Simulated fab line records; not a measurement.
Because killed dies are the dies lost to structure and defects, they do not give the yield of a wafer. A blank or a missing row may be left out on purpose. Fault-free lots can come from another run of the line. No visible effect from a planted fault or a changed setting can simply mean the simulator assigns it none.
Lot-split experiment ; flow n5 finfet ; on a route of 1938 steps: 7 lots, 21 wafers read

ABOUT THE SPLIT
At N5_BEOL_M5_VIA_ETCH_34 (etches SiCOH lowk in C4F6/O2, target depth 88.3 nm, time 39.2 s), the setting source w was moved away from the recipe's 345 W on 5 of the 21 wafers read, by -16.3% to +15.4%. For the rest of the wafers, this setting stayed at what the recipe calls for.

Reading taken at the split's own step.

THE READING
rf vpp V, in V, at N5_BEOL_M5_VIA_ETCH_34 (etches SiCOH lowk in C4F6/O2, target depth 88.3 nm, time 39.2 s). Typical for fault-free wafers on this fab line: 655 V, with standard deviation 12 V.

wafer;tool, chamber at the split;source w as run, W;against the recipe;rf vpp V, V;against lot-mates on the recipe
L077.2;rie diel-06, 0;288.7;-16.3%;709;+46
L077.3;rie diel-06, 1;345;recipe;663;-
L077.5;rie diel-06, 2;288.7;-16.3%;713;+50
L079.2;rie diel-02, 2;300;-13.0%;718;+69
L079.4;rie diel-02, 1;300;-13.0%;695;+46
L079.6;rie diel-02, 0;345;recipe;649;-
L081.4;rie diel-02, 1;345;recipe;645;-
L081.5;rie diel-02, 1;345;recipe;645;-
L081.6;rie diel-02, 2;345;recipe;668;-
L083.2;rie diel-05, 3;345;recipe;652;-
L083.3;rie diel-05, 0;345;recipe;678;-
L083.5;rie diel-05, 1;345;recipe;659;-
L084.1;rie diel-02, 1;345;recipe;646;-
L084.4;rie diel-02, 0;345;recipe;649;-
L084.6;rie diel-02, 3;345;recipe;639;-
L090.3;rie diel-05, 0;345;recipe;677;-
L090.4;rie diel-05, 1;345;recipe;660;-
L090.5;rie diel-05, 2;345;recipe;659;-
L092.1;rie diel-02, 2;345;recipe;668;-
L092.2;rie diel-02, 3;345;recipe;637;-
L092.4;rie diel-02, 1;398;+15.4%;599;-54

THE FIT
A straight line over all 21 wafers: rf vpp V changes by -3.6 V for each +1% of source w; r = -0.91; the points scatter about the line by 12 V.
The same after taking each lot's own level away (the mean of its wafers on the recipe; 21 wafers): -3.5 V for each +1%; r = -0.92; scatter 11 V.
Per that fit: largest source w move, reading shift of 57 V.
Measured against the standard deviation above, the lots' own levels, which go from 644.7 to 665.3 V, span 1.7 times it.
Consequently the slope shifts little with the lot-to-lot level, the two slopes agreeing.
Check: +61 V against its lot-mates is what the line predicts for one of the wafers moved furthest among these (-16.3%) when that wafer is left out of the fit. Against them it came out at +46 V.
Tool readings at the split's step, against how far the setting was moved: rf vpp V r = -0.91.

ADDITIONAL SPLITS CARRIED BY THESE WAFERS
Before the reading, these wafers also passed through other splits. Each is held against what the fit with the lots' levels taken away leaves over:
other split on the same wafers;wafers away from the commonest value;r with rf vpp V (lot level and that fit taken away)
N5_BEOL_M2_EXPOSE_25 dose mj;7;-0.02
N5_BEOL_M2_DESCUM_33 time s;4;-0.06
N5_BEOL_M3_ETCH_64 time s;4;+0.07
N5_BEOL_M3_COAT_67 spin rpm;11;-0.16
N5_BEOL_M4_COAT_05 spin rpm;8;-0.06
N5_BEOL_M4_ETCH_64 bias w;7;+0.20
N5_BEOL_M4_TRENCH_ETCH_37 time s;6;-0.06

THE WHOLE CHAIN: every reading that the file lists as answering this split, in the file's order
step;what it does;reading;change (the file's fit);r (the file's)
N5_BEOL_M5_VIA_ETCH_34;etches SiCOH lowk in C4F6/O2, target depth 88.3 nm, time 39.2 s;rf vpp V;-3.51 V for each +1% of the setting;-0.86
N5_BEOL_M5_VIA_ETCH_34;etches SiCOH lowk in C4F6/O2, target depth 88.3 nm, time 39.2 s;etch.depth nm (the simulator's own value, which no gauge read);+0.45 nm for each +1% of the setting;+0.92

FILE'S OWN FIT
rf vpp V changes by -3.51 V for each +1% of source w, r = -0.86.
